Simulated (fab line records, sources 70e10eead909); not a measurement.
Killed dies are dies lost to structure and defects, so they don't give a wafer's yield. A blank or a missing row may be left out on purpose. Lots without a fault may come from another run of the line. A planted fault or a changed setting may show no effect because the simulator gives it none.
Chamber matching | flow nand_harc | NHARC_A_STAIRCASE_DEP_471 on pecvd-04: 3 sister chambers
The step deposits SiO2, target thk 100 nm. 20 wafers are shown with their chamber, then 10 later ones without.

WAFERS WITH THEIR CHAMBER
wafer  | chamber | heater_power_w (W) | throttle_valve_pct (%)
L074.2 | 0       | 426                | 16.0
L074.4 | 1       | 539                | 16.0
L074.6 | 0       | 423                | 15.6
L075.1 | 1       | 510                | 15.9
L075.3 | 0       | 494                | 15.6
L075.6 | 0       | 496                | 15.8
L079.1 | 1       | 416                | 15.9
L079.4 | 1       | 415                | 16.0
L079.6 | 2       | 699                | 15.8
L081.2 | 1       | 534                | 16.0
L081.4 | 0       | 479                | 15.8
L081.6 | 0       | 480                | 15.7
L083.2 | 0       | 523                | 15.8
L083.5 | 1       | 458                | 15.8
L083.6 | 0       | 524                | 15.9
L086.1 | 0       | 490                | 15.8
L086.2 | 1       | 507                | 16.0
L086.5 | 0       | 485                | 15.5
L088.1 | 2       | 726                | 15.1
L088.3 | 1       | 572                | 15.8

SIGNATURES (means of the wafers above)
reading            | chamber 0 | chamber 1 | chamber 2 | scatter within a chamber
heater_power_w     | 482.00    | 493.88    | 712.50    | 45.1
throttle_valve_pct | 15.750    | 15.925    | 15.450    | 0.172
Rule: a wafer's distance from a chamber is the root of the sum, over the readings, of the square of ((its reading less the chamber's mean) divided by the reading's scatter). The wafer belongs to the nearest chamber; if the next one is less than 2 further off, it can't be placed. The scatter: the root of (the sum of the squares of (reading less its chamber's mean) over the shown wafers, divided by (wafers less chambers)).

WAFERS WITHOUT THEIR CHAMBER
wafer  | heater_power_w (W) | throttle_valve_pct (%)
L088.6 | 486                | 16.0
L093.1 | 475                | 15.8
L093.2 | 415                | 16.2
L093.6 | 570                | 15.3
L095.1 | 470                | 16.0
L095.3 | 427                | 16.2
L095.6 | 463                | 16.2
L096.1 | 476                | 15.9
L096.4 | 494                | 16.0
L096.5 | 637                | 15.1

WHICH CHAMBER EACH WENT THROUGH
wafer  | from the rows above          | in truth
L088.6 | can't be placed: 1 or 0      | 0
L093.1 | can't be placed: 0 or 1      | 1
L093.2 | can't be placed: 1 or 0      | 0
L093.6 | can't be placed: 0 or 2 or 1 | 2
L095.1 | can't be placed: 1 or 0      | 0
L095.3 | can't be placed: 1 or 0      | 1
L095.6 | can't be placed: 1 or 0      | 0
L096.1 | can't be placed: 1 or 0      | 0
L096.4 | can't be placed: 1 or 0      | 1
L096.5 | 2                            | 2
Placed correctly: 1 of 10. Can't be placed from these rows: 9 (the true chamber is among the candidates in 9). Placed wrongly: 0.
